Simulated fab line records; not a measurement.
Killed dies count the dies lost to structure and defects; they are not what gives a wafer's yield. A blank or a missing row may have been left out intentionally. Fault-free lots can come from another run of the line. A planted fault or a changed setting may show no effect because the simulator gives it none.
Struck lot and sound lot, side by side || flow n5_finfet || 16 steps out of a route of 1938
Sound: wafers L722.1, L722.2, L722.3. Struck: wafers L720.1, L720.2 (left out: L720.6, a lot-mate that was not struck); the cause follows at the end.
Per side, at each step with rows, come the tool, then ch with its chambers, and then its first start. Under that, the readings that differ: sound wafers || struck wafers || difference of the means || sigmas: that difference in standard deviations of wafers without a fault.
alike: readings whose means differ by less than 2 such deviations, and words and numbers that are the same on both sides. not compared: withheld readings, readings that some wafer has no value for, bounds like >300 that may hide the same value, and numbers for which the record gives no deviation and whose values overlap.
The two part at a step that has a row with sigmas, a row that says differs or no value, or rows on one side only. Numbers that don't overlap but have no deviation are shown without sigmas and don't part them. A reading missing from all wafers of one side parts the sides only when that side holds two or more wafers.

N5_BEOL_M2_DESCUM_16: chemistry O2, time 7 s.
  sound on rie_diel-03 ch 1,2,3, day 10 03:43; struck on rie_diel-01 ch 0,1, day 9 18:43
  alike: drypump_motor_current_A, oes_product_au, rf_vpp_V, showerhead_plenum_p_Torr, throttle_valve_pct
  not compared: rf_hours_counter_h
N5_BEOL_M2_ETCH_74: etches underlayer in N2/H2, target depth 6.5 nm, time 5.2 s.
  sound on rie_diel-03 ch 1,2,3, day 10 03:45; struck on rie_diel-01 ch 0,1, day 9 18:44
  alike: drypump_motor_current_A, etch_rf_on_time_s, n2_flow_sccm, oes_product_au, rf_vpp_V, showerhead_plenum_p_Torr, throttle_valve_pct
  not compared: rf_hours_counter_h
then, 4 steps without rows for these wafers: N5_BEOL_M2_ETCH_63 (etches SiARC in CF4, target depth 15.6 nm, time 26 s); N5_BEOL_M2_ETCH_64 (etches SOC in N2/H2, target depth 75 nm, overetch 22.5 nm, time 121.9 s); N5_BEOL_M2_STRIP_65 (strips in N2/H2); N5_BEOL_M2_STRIP_75 (strips in N2/H2).
N5_BEOL_M2_STRIP_66: strips in CF4.
  sound on rie_diel-03 ch 1,2,3, day 10 03:56; struck on rie_diel-01 ch 0,1, day 9 18:55
  alike: drypump_motor_current_A, oes_product_au, rf_vpp_V, showerhead_plenum_p_Torr, throttle_valve_pct
  not compared: rf_hours_counter_h
N5_BEOL_M2_HM_OPEN_17: chemistry Cl2/BCl3, target TiN, target depth 20 nm, overetch 6 nm.
  sound on rie_metal-01 ch 0, day 10 03:58; struck on rie_metal-02 ch 0,1, day 9 18:58
  alike: drypump_motor_current_A, mfc_cl2_sccm, oes_ar_750_au, oes_product_au, throttle_valve_pct
  not compared: rf_hours_counter_h
N5_BEOL_M2_STRIP_19: strips in O2.
  sound on rie_diel-01 ch 0,2,3, day 10 04:10; struck on rie_diel-03 ch 1,2, day 9 19:04
  alike: drypump_motor_current_A, oes_product_au, rf_vpp_V, showerhead_plenum_p_Torr, throttle_valve_pct
  not compared: rf_hours_counter_h
N5_BEOL_M2_CD_MEAS_18: pitch 36 nm, target cd 18 nm.
  sound: cd_sem-02 at day 10 04:14; struck: cd_sem-03 at day 9 19:08
{"reading": "cd_nm (nm)", "sound": "18.45 18.07 17.76", "struck": "17.43 17.28", "difference": -0.74, "sigmas": -3}
then, 2 steps without rows for these wafers: N5_BEOL_M2_COAT_67 (time 60 s, resist thk 60 nm); N5_BEOL_M2_COAT_68 (time 60 s, resist thk 12 nm).
N5_BEOL_M2_COAT_76: time 60 s, resist thk 5 nm.
  sound on litho_track-05 ch 0, day 10 04:17; struck on litho_track-04 ch 0, day 9 19:11
{"reading": "heater_power_total_W (W)", "sound": "389.5 390.1 389.6", "struck": "415.9 413.8", "difference": "+25.1", "sigmas": "+21"}
{"reading": "run_length_s (s)", "sound": "66.14 66.28 66.14", "struck": "60.56 60.32", "difference": -5.75, "sigmas": -44}
  alike: resist_line_temp_C, spin_speed_rpm
then, 1 step without rows for these wafers: N5_BEOL_M2_COAT_22 (resist thk 30 nm).
-- the record jumps here: 2 days lie between the struck wafers' starts before and after (it left off in module BEOL_M2 and takes up again in module BEOL_M4, whose first step shown is number 1111 of the route) --
N5_BEOL_M4_RC_MEAS_101:
  sound on prober-01 ch 0, day 12 06:28; struck on prober-01 ch 0, day 11 23:53
  alike: DIBL_N, DIBL_P, IOFF_N, IOFF_P, ION_N, ION_P, SS_N, SS_P, VT_N, VT_P
-- here the record skips 5 days between the struck wafers' starts before and after, leaving off in module BEOL_M4 and picking up in module PASSIVATION (first step shown: number 1936 of the route) --
N5_PASSIVATION_PROBE_49:
  sound: prober-01 at day 16 22:32; struck: prober-01 at day 16 23:23
  alike: defect_limited_yield, killed_at_M0_to_M3, killed_at_M4_up, killed_at_contacts, killed_at_front_end, killed_at_other, killed_dies, killed_open, killed_short, sort_bin_5_function, sort_bin_6_memory, sort_bin_8_speed, sort_n_pass, sort_yield_pct

WHERE THEY PART
Last at N5_BEOL_M2_COAT_76 as far as this record goes, first at N5_BEOL_M2_CD_MEAS_18. Later steps at which nothing parts them and some readings are alike: N5_BEOL_M4_RC_MEAS_101, N5_PASSIVATION_PROBE_49.

WHY: what had been put in by the simulator
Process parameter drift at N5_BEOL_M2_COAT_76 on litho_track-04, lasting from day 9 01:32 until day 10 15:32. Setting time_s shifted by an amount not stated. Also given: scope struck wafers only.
